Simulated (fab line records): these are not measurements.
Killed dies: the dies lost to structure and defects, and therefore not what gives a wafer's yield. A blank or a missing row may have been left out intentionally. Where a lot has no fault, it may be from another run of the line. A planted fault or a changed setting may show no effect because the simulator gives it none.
Chamber matching | flow n5_finfet | 4 sister chambers for N5_BEOL_M10_ALD_74 on ald_metal-02
The step deposits TaN, target thk 2 nm, pulse time 2 s, purge time 3 s. 7 wafers are shown with their chamber, then 7 later ones without.

== WAFERS PAIRED WITH THEIR CHAMBERS ==
wafer  | chamber | heater_power_w (W)
L155.1 | 3       | 451
L156.5 | 3       | 454
L163.2 | 1       | 354
L163.3 | 0       | 428
L163.6 | 0       | 424
L162.2 | 2       | 378
L162.4 | 2       | 380

== WAFERS WITHOUT THEIR CHAMBER ==
wafer  | heater_power_w (W)
L162.5 | 356
L164.1 | 349
L164.3 | 440
L164.4 | 387
L166.3 | 380
L166.4 | 349
L166.6 | 382

== WHICH CHAMBER EACH WENT THROUGH ==
wafer  | from the rows above     | in truth
L162.5 | 1                       | 1
L164.1 | 1                       | 1
L164.3 | can't be placed: 3 or 0 | 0
L164.4 | 2                       | 2
L166.3 | 2                       | 2
L166.4 | 1                       | 1
L166.6 | 2                       | 2
Correctly placed: 6 of 7. From these rows, 1 cannot be placed; in 1 the true chamber is one of the candidates. Wrongly placed: 0.
How it was worked out, from the rows above alone: a wafer's distance from a chamber is the root of the sum, over the readings, of the square of ((its reading less the chamber's mean) divided by the reading's scatter). The wafer belongs to the nearest chamber; if the next one is less than 2 further off, it can't be placed. The mean given for a chamber averages the wafers shown for that chamber. The scatter: the root of (the sum of the squares of (reading less its chamber's mean) over the shown wafers, divided by (wafers less chambers)).
